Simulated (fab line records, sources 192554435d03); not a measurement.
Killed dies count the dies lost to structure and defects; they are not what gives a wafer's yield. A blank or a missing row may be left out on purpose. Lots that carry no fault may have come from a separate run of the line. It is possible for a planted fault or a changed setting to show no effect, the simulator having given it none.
Matching of chambers ; flow n5_finfet ; 3 sister chambers for N5_BEOL_M10_DEP_56 on pecvd-01
The step deposits SiCN from 3MS/NH3, target thk 15 nm, time 26.5 s. 3 wafers are shown with their chamber, then 11 later ones without.

## WAFERS, EACH WITH ITS CHAMBER
wafer;chamber;showerhead_plenum_p_Torr (Torr)
L085.4;1;3.655
L085.6;2;3.663
L095.1;0;3.647

## WAFERS WHOSE CHAMBER IS MISSING
wafer;showerhead_plenum_p_Torr (Torr)
L095.2;3.678
L095.3;3.661
L095.4;3.657
L095.5;3.678
L095.6;3.659
L096.1;3.664
L096.2;3.668
L096.3;3.669
L096.4;3.653
L096.5;3.664
L096.6;3.666

## WHICH CHAMBER EACH ONE RAN IN
wafer;from the rows above;in truth
L095.2;can't be placed: 2 or 1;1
L095.3;can't be placed: 2 or 1 or 0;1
L095.4;can't be placed: 1 or 2 or 0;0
L095.5;can't be placed: 2 or 1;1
L095.6;can't be placed: 1 or 2 or 0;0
L096.1;can't be placed: 2 or 1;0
L096.2;can't be placed: 2 or 1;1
L096.3;can't be placed: 2 or 1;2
L096.4;can't be placed: 1 or 0 or 2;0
L096.5;can't be placed: 2 or 1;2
L096.6;can't be placed: 2 or 1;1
Correct placement for 0 of the 11. Unplaceable from these rows: 11, with the true chamber sitting among the candidates in 10. Placed wrongly: 0.
How it was worked out, from the rows above alone: a wafer's distance from a chamber is the root of the sum, over the readings, of the square of ((its reading less the chamber's mean) divided by the reading's scatter). If the next closest chamber is less than 2 further off than the closest, the wafer can't be placed; otherwise it belongs to the closest. The mean given for a chamber averages the wafers shown for that chamber. The scatter: with one shown wafer a chamber, the root of the mean of the squares of how far each hidden wafer lies from its nearest shown one.
